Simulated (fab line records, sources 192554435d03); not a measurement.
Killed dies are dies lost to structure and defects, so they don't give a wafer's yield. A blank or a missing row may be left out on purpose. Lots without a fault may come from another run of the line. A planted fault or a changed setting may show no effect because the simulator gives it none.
fab line records | flow n5_finfet
record lots=5 wafers=15 last_day=16
route steps=1938 shown FIN_SAQP@91 BEOL_M4@1111 PASSIVATION@1936
lots that met no fault: from a run of the same line without faults
start_h: hours from the record's first day to the start of the lot's first wafer shown | wait_h: hours since the lot's step before | " the same as in the row above | L1.1+2: a row that stands for several wafers | - no value, or no start given | * or withheld: withheld | < > ~ a bound
route shown NAME@n: a module of which the file shows steps, and the number in the route of the first | usual: mean/standard deviation of fault-free wafers | same: alike in all rows | chamber/n: place in a boat | sites: the reading at each site | _std_site: their standard deviation | _edge_site: outer sites' mean less inner sites' | radius_mm: how far each site lies from the wafer's centre | mask NAME#n: copy n | behind: the tool/chamber that last shaped the wafer | hold: why the lot was held/for how many hours/how that ended | device: the transistor (n, p or np) that didn't switch | end of line: the same wafers' tests at the end of the route | a step without rows: its recipe alone | killed: dies lost to structure and defects at the first sort, not the wafer's yield | map: a wafer's dies, x killed, . not, _ none there
set.NAME: the setting as run; set.NAME@STEP: as run at that earlier step | model.NAME: the simulator's own value behind a step, which no gauge read
lots at some steps of the route; a table a step, a row a wafer
services: from which hour (start_h, from the record's first day; less than 0 if before it) a tool's chamber was out of use, for how many hours, and why
## steps
# step N5_FIN_SAQP_PRECLEAN_00
# recipe chemistry=SC1 time_s=60 temp_c=55 mix=1:2:50
# step N5_FIN_SAQP_PRECLEAN_44
# recipe chemistry=SC2 time_s=45 temp_c=35 mix=1:1:50
# step N5_FIN_SAQP_SRD_01
# recipe dry=ipa_marangoni time_s=30 temp_c=23 rinse_liquid=diw
# step N5_FIN_SAQP_ALD_61
# recipe material=SiO2 target_thk_a=40 temp_c=300 ald_precursor_family=BDEAS ald_co_reactant=O2-plasma pulse_time_s=1 purge_time_s=2 co_reactant_purge_time_s=2 ald_cycles=43 pressure_torr=2
# step N5_FIN_SAQP_DENSIFY_62
# recipe temp_c=700 time_s=60 ambient=N2 idle_temp_c=600 ramp_up_c_per_s=150 ramp_down_c_per_s=60 cool_to_c=600
# step N5_FIN_SAQP_HM_DEP_03
# recipe material=SiNx target_thk_a=380 temp_c=400 precursor=SiH4/NH3/N2 pressure_torr=1.5 rf_w=300 time_s=33.6
# step N5_FIN_SAQP_PECVD_47
# recipe material=a-Si target_thk_a=450 temp_c=400 precursor=SiH4/He pressure_torr=3 rf_w=100 time_s=36.3
# step N5_FIN_SAQP_PECVD_48
# recipe material=SiNx target_thk_a=250 temp_c=400 precursor=SiH4/NH3/N2 pressure_torr=1.5 rf_w=300 time_s=22.1
# step N5_FIN_SAQP_PECVD_06
# recipe material=a-Si target_thk_a=600 temp_c=400 precursor=SiH4/He pressure_torr=3 rf_w=100 time_s=48.1
# step N5_FIN_SAQP_HM_DEP_72
# recipe material=SiO2 target_thk_a=120 temp_c=400 precursor=SiH4/N2O pressure_torr=0.75 rf_w=275 time_s=7.2
# step N5_FIN_SAQP_COAT_49
# recipe resist=SOC temp_c=250 time_s=60 spin_rpm=1500 resist_thk_nm=100
# usual resist_line_temp_C=23.03/0.11 spin_speed_rpm=1500.0/0.91
# columns lot.wafer tool chamber start_h wait_h resist_line_temp_C spin_speed_rpm model.SOC_of_FIN_SAQP_COAT_49.thk_nm
L775.2 litho_track-05 0 50.89 0.1 23.09 1499.7 99.96
L775.4 " 0 " " 23.05 1500.0 99.88
L775.5 " 0 " " 23.16 1500.8 99.8
L783.2 litho_track-05 0 99.02 0.1 22.88 1347.9 105
L783.4 " 0 " " 22.92 1347.1 105.1
L783.5 " 0 " " 22.98 1347.9 105.1
L786.3 litho_track-05 0 117.50 0.1 22.95 1348.5 105.6
L786.4 " 0 " " 22.90 1347.3 105.8
L786.6 " 0 " " 22.67 1349.3 106.1
L787.1 litho_track-05 0 123.48 0.1 23.03 1348.4 105.5
L787.5 " 0 " " 23.19 1347.2 105.5
L787.6 " 0 " " 23.03 1347.0 105.4
L789.1 litho_track-04 0 135.20 0.1 23.11 1499.3 99.52
L789.3 " 0 " " 22.99 1498.6 99.41
L789.6 " 0 " " 23.07 1499.6 99.63
# step N5_FIN_SAQP_COAT_50
# recipe resist=SiARC temp_c=220 time_s=60 spin_rpm=1500 resist_thk_nm=35
# step N5_FIN_SAQP_COAT_10
# recipe resist=CAR-ArF spin_rpm=1500 resist_thk_nm=90
# step N5_FIN_SAQP_EBR_12
# recipe solvent=PGMEA ebr_width_mm=1.5
# step N5_FIN_SAQP_SOFTBAKE_11
# recipe temp_c=110 time_s=60 resist=CAR-ArF
# step N5_FIN_SAQP_EXPOSE_13
# recipe mask_id=FIN_CORE na=1.35 source_shape=dipole sigma_inner=0.538 sigma_outer=0.738 polarization=te target_cd_nm=35.6 dose_mj=63.25
# step N5_FIN_SAQP_PEB_14
# recipe peb_temp_c=withheld peb_time_s=60 resist=CAR-ArF
# step N5_FIN_SAQP_DEVELOP_15
# recipe develop_time_s=30 developer=TMAH resist=CAR-ArF dev_temp_c=23 rinse_liquid=diw dry=air_spin
# step N5_FIN_SAQP_DESCUM_21
# recipe chemistry=O2 time_s=7.9 source_power_w=50 bias_power_w=20 pressure_mtorr=20 rf_frequency_hz=2.712e+07 temp_c=40 resist=CAR-ArF o2_flow_sccm=225
# step N5_FIN_SAQP_ETCH_51
# recipe chemistry=CF4 target=SiARC target_depth_a=455 mask_material=CAR-ArF time_s=75.8 ion_energy_ev=80 pressure_mtorr=40 source_w=545 bias_w=36 Ar_flow_sccm=100 cf4_flow_sccm=100 ends=cleared
# step N5_FIN_SAQP_ETCH_52
# recipe chemistry=N2/H2 target=SOC target_depth_a=1000 overetch_a=200 mask_material=SiARC temp_c=40 time_s=150 ion_energy_ev=200 pressure_mtorr=30 source_w=840 bias_w=150 n2_flow_sccm=200 h2_flow_sccm=200 ends=end_point
# usual drypump_motor_current_A=5.6/0.6 n2_flow_sccm=200.1/0.6 oes_product_au=0.69/0.073 rf_fwd_power_W=836.5/2.5 rf_vpp_V=524.0/2.8 showerhead_plenum_p_Torr=2.55/0.097 throttle_valve_pct=17.92/0.29
# columns lot.wafer tool chamber start_h wait_h drypump_motor_current_A n2_flow_sccm oes_product_au rf_fwd_power_W rf_hours_counter_h rf_vpp_V showerhead_plenum_p_Torr throttle_valve_pct model.etch.depth_nm
L775.2 rie_diel-04 0 51.49 0.0 6.7 200.2 0.69 839.5 141 525.7 2.66 17.80 99.96
L775.4 " 2 " " 5.7 199.9 0.62 836.0 211 523.0 2.51 17.95 99.88
L775.5 " 1 " " 5.8 199.7 0.65 839.5 - 527.2 2.62 18.29 99.8
L783.2 rie_diel-04 0 99.69 0.0 6.6 201.3 0.70 838.8 156 526.8 2.65 17.83 105
L783.4 " 2 " " 5.7 200.5 0.63 837.0 228 522.1 2.50 17.99 105.1
L783.5 " 1 " " 5.9 200.9 0.66 840.8 - 526.4 2.61 18.33 105.1
L786.3 rie_diel-06 2 118.05 0.0 5.1 199.7 0.76 836.0 65 528.5 2.70 17.63 105.6
L786.4 " 0 " " 6.3 200.2 0.65 832.5 223 524.7 2.52 18.26 105.8
L786.6 " 2 " " 5.1 199.2 0.76 837.2 - 528.4 2.70 17.63 106.1
L787.1 rie_diel-05 3 124.04 0.0 6.4 200.4 0.64 834.8 247 525.6 2.62 18.07 105.5
L787.5 " 0 " " 4.8 200.1 0.64 837.4 - 520.0 2.41 18.05 105.5
L787.6 " 1 " " 5.3 201.1 0.64 835.3 - 520.5 2.41 18.31 105.4
L789.1 rie_diel-06 2 135.76 0.0 5.1 199.0 0.73 834.8 72 528.3 2.70 17.65 99.52
L789.3 " 3 " " 5.9 200.4 0.72 834.2 78 523.6 2.58 17.77 99.41
L789.6 " 2 " " 5.1 199.2 0.73 835.4 - 526.4 2.70 17.65 99.63
# step N5_FIN_SAQP_STRIP_53
# recipe chemistry=N2/H2 temp_c=40 n2_flow_sccm=200 h2_flow_sccm=200 rf_frequency_hz=6e+07
# step N5_FIN_SAQP_HM_OPEN_73
# recipe chemistry=CHF3/O2 target=SiO2 stop_on=a-Si target_depth_a=120 over_etch_frac=1.8 mask_material=SOC time_s=16.8 pressure_mtorr=30 source_w=650 bias_w=170 Ar_flow_sccm=200 CHF3_flow_sccm=50 O2_flow_sccm=5 ion_energy_ev=200 ends=end_point
# step N5_FIN_SAQP_STRIP_74
# recipe chemistry=CHF3/O2 resist=SiARC rf_frequency_hz=6e+07
# step N5_FIN_SAQP_MANDREL_ETCH_22
# recipe target_depth_a=600 chemistry=HBr/Cl2 target=a-Si stop_on=SiNx bt_time_s=10 over_etch_frac=0.5 time_s=30 pressure_mtorr=10 icp_w=800 bias_w=75 HBr_flow_sccm=150 Cl2_flow_sccm=80 ends=end_point
# usual drypump_motor_current_A=5.6/0.32 oes_product_au=0.768/0.012 rf_fwd_power_W=796.0/2.6 throttle_valve_pct=35.4/0.36
# columns lot.wafer tool chamber start_h wait_h drypump_motor_current_A oes_product_au rf_fwd_power_W rf_hours_counter_h throttle_valve_pct model.SOC_of_FIN_SAQP_COAT_49.thk_nm
L775.2 rie_si-05 1 51.68 0.0 5.6 0.764 795.2 81 35.9 75.92
L775.4 " 3 " " 5.3 0.756 800.0 106 35.2 76.23
L775.5 " 0 " " 5.9 0.782 795.7 - 35.7 75.02
L783.2 rie_si-06 2 99.88 0.0 5.5 0.745 794.2 114 34.6 80.07
L783.4 " 0 " " 6.0 0.785 798.3 19 35.6 80.09
L783.5 " 1 " " 5.8 0.791 797.6 - 35.3 80.59
L786.3 rie_si-03 2 118.25 0.0 5.7 0.773 790.6 19 35.3 82
L786.4 " 1 " " 6.0 0.768 792.5 115 35.5 82.15
L786.6 " 0 " " 5.3 0.765 798.9 - 35.8 82.4
L787.1 rie_si-03 2 124.23 0.0 5.7 0.779 799.4 19 35.3 82.13
L787.5 " 0 " " 5.3 0.789 800.2 - 35.8 82.09
L787.6 " 3 " " 5.3 0.761 796.4 - 35.1 81.75
L789.1 rie_si-03 2 135.95 0.0 5.7 0.778 797.7 20 35.3 76.19
L789.3 " 1 " " 6.0 0.762 793.1 115 35.5 75.32
L789.6 " 2 " " 5.8 0.791 797.0 - 35.3 76.33
# step N5_FIN_SAQP_STRIP_55
# recipe chemistry=N2/H2 power_w=500 temp_c=40 pressure_mtorr=50 rf_frequency_hz=6e+07 overash_fraction=0.3 bias_power_w=28 h2_frac=0.5 n2_flow_sccm=300 h2_flow_sccm=300
# step N5_BEOL_M4_RC_MEAS_101
# usual DIBL_N=36.8/2.2 DIBL_P=37.0/2.8 IOFF_N=0.18/0.043 IOFF_P=0.23/0.05 ION_N=680/14 ION_P=466/9.1 SS_N=71.7/0.74 SS_P=73.5/0.79 VT_N=248/4 VT_P=-249/4.1
# columns lot.wafer tool chamber start_h wait_h DIBL_N[mV/V] DIBL_P[mV/V] IOFF_N[nA/um] IOFF_P[nA/um] ION_N[uA/um] ION_P[uA/um] SS_N[mV/dec] SS_P[mV/dec] VT_N[mV] VT_P[mV]
L775.2 prober-01 0 203.74 0.2 37.0 38.2 0.16 0.20 687 463 72.2 73.1 250 -253
L775.4 " 0 " " 32.5 33.8 0.10 0.15 658 453 71.3 71.4 258 -255
L775.5 " 0 " " 39.7 42.1 0.23 0.26 692 468 73.0 74.4 246 -250
L783.2 prober-02 0 247.63 0.2 37.7 38.1 0.18 0.24 676 460 71.2 74.5 248 -253
L783.4 " 0 " " 37.9 38.5 0.20 0.25 695 469 71.8 74.0 245 -245
L783.5 " 0 " " 40.0 39.9 0.23 0.27 698 467 72.2 74.0 245 -247
L786.3 prober-02 0 255.53 0.3 40.1 37.2 0.20 0.20 672 447 73.7 73.9 252 -253
L786.4 " 0 " " 39.3 38.8 0.22 0.23 681 464 72.1 73.5 244 -251
L786.6 " 0 " " 40.2 38.2 0.23 0.22 689 453 73.5 74.5 246 -250
L787.1 prober-02 0 260.66 0.0 38.3 35.9 0.17 0.24 680 472 71.2 72.7 247 -248
L787.5 " 0 " " 39.6 37.6 0.21 0.28 688 472 72.2 73.5 245 -243
L787.6 " 0 " " 36.5 32.5 0.13 0.19 666 464 71.9 72.2 253 -252
L789.1 prober-01 0 284.51 0.0 38.5 37.3 0.21 0.24 673 461 71.9 73.1 248 -246
L789.3 " 0 " " 39.8 40.3 0.25 0.30 703 480 72.1 73.8 242 -242
L789.6 " 0 " " 36.5 37.5 0.17 0.24 676 468 72.0 73.3 248 -248
# step N5_PASSIVATION_PROBE_49
# usual defect_limited_yield=91.4/1.5 killed_at_M0_to_M3=36/11 killed_at_M4_up=14/6 killed_at_contacts=11/6 killed_at_front_end=37/11 killed_at_other=4/3.4 killed_dies=102/18 killed_open=66/13 killed_short=34/7.8 sort_bin_5_function=5.0/0.97 sort_bin_6_memory=3.2/0.7 sort_n_pass=1078/19 sort_yield_pct=91.3/1.6
# same gross_dies=1180 killed_at_back_side=0 sort_bin_4_leakage[%]=0 sort_bin_8_speed[%]=0
# columns lot.wafer tool chamber start_h wait_h defect_limited_yield[%] killed_at_M0_to_M3 killed_at_M4_up killed_at_contacts killed_at_front_end killed_at_other killed_dies killed_open killed_short sort_bin_5_function[%] sort_bin_6_memory[%] sort_n_pass sort_yield_pct[%]
L775.2 prober-01 - 309.54 0.1 91.8 52 5 14 22 4 97 76 21 5.4 2.6 1083 91.8
L775.4 prober-01 - 309.64 0.2 93.2 38 9 6 24 3 80 48 29 4.1 2.5 1100 93.2
L775.5 prober-01 - 309.69 0.2 93.9 25 5 11 26 5 72 53 18 3.8 2.0 1108 93.9
L783.2 prober-02 - 349.87 0.9 91.9 39 7 2 46 2 96 63 32 4.8 2.8 1084 91.9
L783.4 prober-02 - 349.97 1.0 91.2 29 16 8 51 0 104 65 38 4.9 3.4 1076 91.2
L783.5 prober-02 - 350.02 1.1 91.0 36 7 13 49 1 106 67 38 5.1 3.7 1074 91.0
L787.1 prober-01 - 363.57 0.0 91.9 26 18 13 39 0 96 62 33 4.2 3.5 1084 91.9
L787.5 prober-01 - 363.77 0.2 93.2 25 5 20 28 2 80 50 30 4.0 2.3 1100 93.2
L787.6 prober-01 - 363.82 0.3 91.7 32 11 16 37 2 98 58 38 4.9 3.1 1082 91.7
# killed by level:class
L775.2 BEOL_M1:geometric_particle:open=13 MOL_CONTACT_COAG:geometric_particle:open=12 BEOL_M3:geometric_particle:open=12 BEOL_M0_SAQP:geometric_particle:open=11 BEOL_M2:geometric_particle:open=6 FIN_SAQP:geometric_particle:short=5 FIN_SAQP:geometric_particle:open=4 BEOL_M1:geometric_particle:short=4
L775.4 BEOL_M1:geometric_particle:open=10 BEOL_M0_SAQP:geometric_particle:short=9 BEOL_M2:geometric_particle:open=8 BEOL_M0_SAQP:geometric_particle:open=5 BEOL_M8:geometric_particle:open=5 STARTING-WAFER:geometric_particle:short=5 FIN_SAQP:geometric_particle:short=4 MOL_CONTACT_COAG:geometric_particle:open=4
L775.5 BEOL_M2:geometric_particle:open=10 MOL_CONTACT_COAG:geometric_particle:open=9 STI_FIN_REVEAL:geometric_particle:open=7 FIN_SAQP:geometric_particle:open=4 BEOL_M3:geometric_particle:open=4 FIN_SAQP:geometric_particle:short=3 STI_FIN_REVEAL:geometric_particle:short=3 BEOL_M0_SAQP:geometric_particle:short=3
L783.2 BEOL_M1:geometric_particle:open=13 STI_FIN_REVEAL:geometric_particle:open=13 BEOL_M0_SAQP:geometric_particle:open=8 FIN_SAQP:geometric_particle:short=7 FIN_SAQP:geometric_particle:open=5 DUMMY_GATE:geometric_particle:open=5 BEOL_M0_SAQP:geometric_particle:short=5 BEOL_M3:geometric_particle:open=5
L783.4 FIN_SAQP:geometric_particle:open=12 STI_FIN_REVEAL:geometric_particle:open=10 BEOL_M1:geometric_particle:open=9 BEOL_M4:geometric_particle:open=8 FIN_SAQP:geometric_particle:short=7 MOL_CONTACT_COAG:geometric_particle:open=7 BEOL_M0_SAQP:geometric_particle:open=6 GATE_CUT:geometric_particle:short=4
L783.5 BEOL_M1:geometric_particle:open=14 DUMMY_GATE:geometric_particle:open=13 FIN_SAQP:geometric_particle:short=9 STI_FIN_REVEAL:geometric_particle:open=7 BEOL_M2:geometric_particle:open=6 MOL_CONTACT_COAG:geometric_particle:short=6 MOL_CONTACT_COAG:geometric_particle:open=6 GATE_CUT:geometric_particle:short=5
L787.1 MOL_CONTACT_COAG:geometric_particle:open=10 GATE_CUT:geometric_particle:open=9 STI_FIN_REVEAL:geometric_particle:open=7 BEOL_M0_SAQP:geometric_particle:open=6 BEOL_M4:geometric_particle:open=6 BEOL_M2:geometric_particle:open=5 STARTING-WAFER:geometric_particle:short=5 GATE_CUT:geometric_particle:short=4
L787.5 MOL_CONTACT_COAG:geometric_particle:open=16 GATE_CUT:geometric_particle:short=10 STI_FIN_REVEAL:geometric_particle:open=4 MOL_CONTACT_COAG:geometric_particle:short=4 BEOL_M0_SAQP:geometric_particle:short=4 BEOL_M0_SAQP:geometric_particle:open=4 BEOL_M1:geometric_particle:open=4 BEOL_M2:geometric_particle:open=4
L787.6 MOL_CONTACT_COAG:geometric_particle:open=11 GATE_CUT:geometric_particle:short=8 BEOL_M3:geometric_particle:open=8 STI_FIN_REVEAL:geometric_particle:open=7 BEOL_M0_SAQP:geometric_particle:open=6 MOL_CONTACT_COAG:geometric_particle:short=5 BEOL_M0_SAQP:geometric_particle:short=4 BEOL_M0:geometric_particle:open=4
## services
# columns tool chamber start_h hours kind
rie_diel-05 2 36.85 - clean
rie_diel-05 2 36.85 - consumable_replace:focus_ring
rie_diel-05 2 36.85 17.0 scheduled_down
rie_diel-05 2 36.85 17.0 vent_cycle
rie_si-06 - 42.80 2.8 pm
rie_si-03 1 51.92 2.9 repair
rie_diel-05 - 61.60 0.2 repair
litho_track-05 - 62.69 - consumable_replace:filter
rie_si-05 - 64.11 0.3 repair
rie_si-05 - 69.10 0.4 repair
rie_si-05 0 88.62 8.0 repair
rie_si-03 2 99.67 9.3 repair
rie_si-06 2 119.28 4.6 repair
rie_diel-05 3 133.54 - clean
rie_diel-05 3 133.54 - consumable_replace:focus_ring
rie_diel-05 3 133.54 18.2 scheduled_down
rie_diel-05 3 133.54 18.2 vent_cycle
## key
first_sign step=N5_FIN_SAQP_COAT_49 reading=spin_speed_rpm direction=down sigmas=99+ usual=* struck=*
effect none on later readings
model_effect step=N5_FIN_SAQP_COAT_49 value=SOC_of_FIN_SAQP_COAT_49.thk_nm without=99.98 struck=105.5
model_effect step=N5_FIN_SAQP_ETCH_52 value=etch.depth_nm without=99.98 struck=105.5
model_effect step=N5_FIN_SAQP_MANDREL_ETCH_22 value=SOC_of_FIN_SAQP_COAT_49.thk_nm without=75.98 struck=81.47
met_at N5_FIN_SAQP_COAT_49
struck_wafers L783.2,L783.4,L783.5,L786.3,L786.4,L786.6,L787.1,L787.5,L787.6
onset_between 50.89 99.02
fault kind=process_parameter_drift tool=litho_track-05 chamber=- onset_h=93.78 steps=N5_FIN_SAQP_COAT_49 channel=spin_rpm offset=* shape=step end_h=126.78 acts_in=* stated=*
